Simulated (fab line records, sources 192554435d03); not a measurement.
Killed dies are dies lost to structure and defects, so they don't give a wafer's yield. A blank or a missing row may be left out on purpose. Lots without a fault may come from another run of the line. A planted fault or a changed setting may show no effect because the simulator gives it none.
Split-lot experiment | flow n5_finfet | 7 lots, 21 wafers read, on a route of 1938 steps

THE SPLIT
At N5_PASSIVATION_EXPOSE_07 (exposes mask TV, defocus 0 nm, target cd 3000 nm), the setting dose_mj was moved away from the recipe's 22.75 on 11 of the 21 wafers read, by -7.3% to +4.4%. The other wafers ran this setting at the recipe's value.

FROM THE SPLIT TO THE READING: what the file shows between them, 3 steps
- N5_PASSIVATION_PEB_08
- N5_PASSIVATION_DEVELOP_09: develop time 60 s
- N5_PASSIVATION_HARDBAKE_11: time 120 s

THE READING
cd_nm, in nm, at N5_PASSIVATION_CD_MEAS_10 (target cd 3000 nm). Fault-free wafers of this fab line usually give 3000.3 nm, standard deviation 2.1 nm.

wafer  | tool, chamber at the split | dose_mj as run | against the recipe | cd_nm, nm | against lot-mates on the recipe
L074.1 | krf_scanner-01, 0          | 21.18          | -6.9%              | 2984.2    | -17.8
L074.2 | krf_scanner-01, 0          | 22.75          | recipe             | 3001.5    | -
L074.3 | krf_scanner-01, 0          | 22.75          | recipe             | 3002.5    | -
L081.1 | krf_scanner-01, 0          | 21.5           | -5.5%              | 2986.3    | no lot-mate on the recipe
L081.3 | krf_scanner-01, 0          | 21.5           | -5.5%              | 2990.4    | no lot-mate on the recipe
L081.4 | krf_scanner-01, 0          | 21.5           | -5.5%              | 2988.7    | no lot-mate on the recipe
L086.3 | krf_scanner-01, 0          | 22.22          | -2.3%              | 2997.9    | -5.3
L086.4 | krf_scanner-01, 0          | 22.22          | -2.3%              | 2998.6    | -4.6
L086.5 | krf_scanner-01, 0          | 22.75          | recipe             | 3003.2    | -
L090.1 | krf_scanner-01, 0          | 22.75          | recipe             | 3000.7    | -
L090.3 | krf_scanner-01, 0          | 22.75          | recipe             | 3000.1    | -
L090.4 | krf_scanner-01, 0          | 22.75          | recipe             | 3000.9    | -
L092.3 | krf_scanner-02, 0          | 22.75          | recipe             | 2998.5    | -
L092.5 | krf_scanner-02, 0          | 23.54          | +3.5%              | 3006.7    | +8.2
L092.6 | krf_scanner-02, 0          | 23.54          | +3.5%              | 3006.6    | +8.1
L095.3 | krf_scanner-02, 0          | 22.75          | recipe             | 2998.9    | -
L095.4 | krf_scanner-02, 0          | 22.75          | recipe             | 2997.2    | -
L095.6 | krf_scanner-02, 0          | 21.09          | -7.3%              | 2983.9    | -14.2
L096.1 | krf_scanner-01, 0          | 23.74          | +4.4%              | 3010.1    | +9.1
L096.3 | krf_scanner-01, 0          | 22.75          | recipe             | 3001.0    | -
L096.4 | krf_scanner-01, 0          | 23.74          | +4.4%              | 3010.4    | +9.4

THE FIT
A straight line over all 21 wafers: cd_nm changes by +2.16 nm for each +1% of dose_mj; r = +0.97; the points scatter about the line by 1.8 nm.
The same after taking each lot's own level away (the mean of its wafers on the recipe; 18 wafers): +2.22 nm for each +1%; r = +0.99; scatter 0.93 nm.
On that fit, the largest move of dose_mj shifts the reading by 16 nm.
The lots' own levels span 2998.05 to 3003.20 nm, that is 2.5 times the standard deviation above.
So the lot-to-lot level changes the slope little: the two slopes agree.
Check: with one of the wafers moved furthest among these (-7.3%) left out of the fit, the line predicts -17.3 nm for it against its lot-mates. It came out at -14.2 nm against them.

OTHER SPLITS ON THESE WAFERS
These wafers also went through other splits before the reading. Each is held against what the fit with the lots' levels taken away leaves over:
other split on the same wafers    | wafers away from the commonest value | r with cd_nm (lot level and that fit taken away)
N5_BEOL_M14_PEB_08 peb_temp_c     | 9                                    | +0.42
N5_BEOL_M14_ETCH_68 time_s        | 5                                    | -0.01
N5_BEOL_M14_TRENCH_ETCH_34 bias_w | 2                                    | -0.25
N5_MIM_BOT_ETCH_ETCH_04 source_w  | 8                                    | +0.03
N5_PASSIVATION_PECVD_55 time_s    | 8                                    | +0.33

THE FILE'S OWN FIT
cd_nm changes by +2.23 nm for each +1% of dose_mj, r = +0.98.
